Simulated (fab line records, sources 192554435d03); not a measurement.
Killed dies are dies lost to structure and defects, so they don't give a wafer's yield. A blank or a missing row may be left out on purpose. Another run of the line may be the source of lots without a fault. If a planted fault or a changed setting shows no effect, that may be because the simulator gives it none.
Matching of chambers + flow n5 finfet + 4 sister chambers for N5_FIN_SAQP_HM_OPEN_33 on rie diel-03
The step chemistry CH3F/O2, target SiNx, target depth 49.4 nm, time 70.6 s. 16 wafers are shown with their chamber, then 8 later ones without.

== WAFERS, EACH WITH ITS CHAMBER ==
| wafer  | chamber | showerhead plenum p Torr (Torr) | drypump motor current A (A) | rf vpp V (V) |
|--------|---------|---------------------------------|-----------------------------|--------------|
| L077.2 | 0       | 1.99                            | 5.52                        | 286          |
| L077.3 | 1       | 1.95                            | 5.79                        | 285          |
| L077.5 | 3       | 1.94                            | 5.62                        | 291          |
| L081.3 | 3       | 1.93                            | 5.67                        | 291          |
| L081.5 | 2       | 2.09                            | 5.97                        | 297          |
| L081.6 | 1       | 1.95                            | 5.77                        | 283          |
| L087.1 | 0       | 1.99                            | 5.54                        | 287          |
| L087.2 | 2       | 2.08                            | 5.95                        | 298          |
| L087.6 | 2       | 2.08                            | 5.96                        | 298          |
| L088.2 | 0       | 1.99                            | 5.52                        | 286          |
| L088.5 | 1       | 1.95                            | 5.76                        | 283          |
| L088.6 | 2       | 2.08                            | 5.97                        | 297          |
| L089.1 | 1       | 1.95                            | 5.76                        | 282          |
| L089.2 | 0       | 1.99                            | 5.51                        | 284          |
| L089.4 | 3       | 1.93                            | 5.64                        | 292          |
| L095.1 | 2       | 2.08                            | 5.95                        | 299          |

SIGNATURES, as means of the wafers listed above
| reading                  | chamber 0 | chamber 1 | chamber 2 | chamber 3 | scatter within a chamber |
|--------------------------|-----------|-----------|-----------|-----------|--------------------------|
| showerhead plenum p Torr | 1.9900    | 1.9500    | 2.0820    | 1.9333    | 0.0035                   |
| drypump motor current A  | 5.5225    | 5.7700    | 5.9600    | 5.6433    | 0.0151                   |
| rf vpp V                 | 285.75    | 283.25    | 297.80    | 291.33    | 1.04                     |
Rule: a wafer lies at a distance from a chamber equal to the root of the sum of squares, over the readings, of (its reading less the chamber's mean, divided by the reading's scatter). If the next closest chamber is less than 2 further off than the closest, the wafer can't be placed; otherwise it belongs to the closest. The scatter is the square root of a quotient: the sum, over the shown wafers, of each reading's squared deviation from its chamber's mean, divided by wafers minus chambers.

== WAFERS MISSING THEIR CHAMBER ==
| wafer  | showerhead plenum p Torr (Torr) | drypump motor current A (A) | rf vpp V (V) |
|--------|---------------------------------|-----------------------------|--------------|
| L095.2 | 1.94                            | 5.79                        | 284          |
| L095.6 | 1.98                            | 5.54                        | 287          |
| L096.1 | 2.08                            | 5.96                        | 297          |
| L096.2 | 1.93                            | 5.65                        | 290          |
| L096.5 | 1.98                            | 5.54                        | 285          |
| L097.4 | 1.98                            | 5.51                        | 286          |
| L097.5 | 1.94                            | 5.76                        | 282          |
| L097.6 | 1.98                            | 5.52                        | 286          |

== WHICH CHAMBER EACH ONE RAN IN ==
| wafer  | from the rows above | in truth |
|--------|---------------------|----------|
| L095.2 | 1                   | 1        |
| L095.6 | 0                   | 0        |
| L096.1 | 2                   | 2        |
| L096.2 | 3                   | 3        |
| L096.5 | 0                   | 0        |
| L097.4 | 0                   | 0        |
| L097.5 | 1                   | 1        |
| L097.6 | 0                   | 0        |
Placed correctly: 8 of 8. From these rows, 0 cannot be placed. Placed wrongly: 0.
